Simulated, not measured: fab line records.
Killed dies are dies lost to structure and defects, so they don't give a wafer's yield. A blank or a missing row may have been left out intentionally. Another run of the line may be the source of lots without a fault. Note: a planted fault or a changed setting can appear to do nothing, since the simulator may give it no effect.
Chamber matching || flow n5-finfet || N5_HKMG_FIN_STRIP_93 on rie-diel-04 has 4 sister chambers
The step strips SOC in N2/H2, time 20 s. 7 wafers are shown with their chamber, then 8 later ones without.

== EACH WAFER AND ITS CHAMBER ==
{"wafer": "L089.3", "chamber": 2, "drypump-motor-current-A (A)": 4.8, "showerhead-plenum-p-Torr (Torr)": 3.27}
{"wafer": "L089.4", "chamber": 1, "drypump-motor-current-A (A)": 5.3, "showerhead-plenum-p-Torr (Torr)": 3.44}
{"wafer": "L089.5", "chamber": 3, "drypump-motor-current-A (A)": 5.6, "showerhead-plenum-p-Torr (Torr)": 3.21}
{"wafer": "L092.2", "chamber": 2, "drypump-motor-current-A (A)": 4.8, "showerhead-plenum-p-Torr (Torr)": 3.27}
{"wafer": "L092.5", "chamber": 0, "drypump-motor-current-A (A)": 5.9, "showerhead-plenum-p-Torr (Torr)": 3.20}
{"wafer": "L092.6", "chamber": 3, "drypump-motor-current-A (A)": 5.7, "showerhead-plenum-p-Torr (Torr)": 3.20}
{"wafer": "L094.4", "chamber": 1, "drypump-motor-current-A (A)": 5.3, "showerhead-plenum-p-Torr (Torr)": 3.44}

== WAFERS WITH NO CHAMBER GIVEN ==
{"wafer": "L094.5", "drypump-motor-current-A (A)": 5.3, "showerhead-plenum-p-Torr (Torr)": 3.44}
{"wafer": "L094.6", "drypump-motor-current-A (A)": 4.8, "showerhead-plenum-p-Torr (Torr)": 3.27}
{"wafer": "L095.2", "drypump-motor-current-A (A)": 5.6, "showerhead-plenum-p-Torr (Torr)": 3.20}
{"wafer": "L095.4", "drypump-motor-current-A (A)": 4.8, "showerhead-plenum-p-Torr (Torr)": 3.26}
{"wafer": "L095.5", "drypump-motor-current-A (A)": 5.3, "showerhead-plenum-p-Torr (Torr)": 3.44}
{"wafer": "L097.4", "drypump-motor-current-A (A)": 5.9, "showerhead-plenum-p-Torr (Torr)": 3.20}
{"wafer": "L097.5", "drypump-motor-current-A (A)": 4.8, "showerhead-plenum-p-Torr (Torr)": 3.26}
{"wafer": "L097.6", "drypump-motor-current-A (A)": 5.3, "showerhead-plenum-p-Torr (Torr)": 3.43}

== WHICH CHAMBER EACH ONE RAN IN ==
{"wafer": "L094.5", "from the rows above": 1, "in truth": 1}
{"wafer": "L094.6", "from the rows above": 2, "in truth": 2}
{"wafer": "L095.2", "from the rows above": 3, "in truth": 3}
{"wafer": "L095.4", "from the rows above": 2, "in truth": 2}
{"wafer": "L095.5", "from the rows above": 1, "in truth": 1}
{"wafer": "L097.4", "from the rows above": 0, "in truth": 0}
{"wafer": "L097.5", "from the rows above": 2, "in truth": 2}
{"wafer": "L097.6", "from the rows above": 1, "in truth": 1}
Placed correctly: 8 of 8. Not placeable from these rows: 0. Placed wrongly: 0.
How it was worked out, from the rows above alone: a wafer's distance from a chamber is the root of the sum, over the readings, of the square of ((its reading less the chamber's mean) divided by the reading's scatter). If the next closest chamber is less than 2 further off than the closest, the wafer can't be placed; otherwise it belongs to the closest. Each chamber's mean is taken over the wafers shown for it. The scatter is the square root of a quotient: the sum, over the shown wafers, of each reading's squared deviation from its chamber's mean, divided by wafers minus chambers.
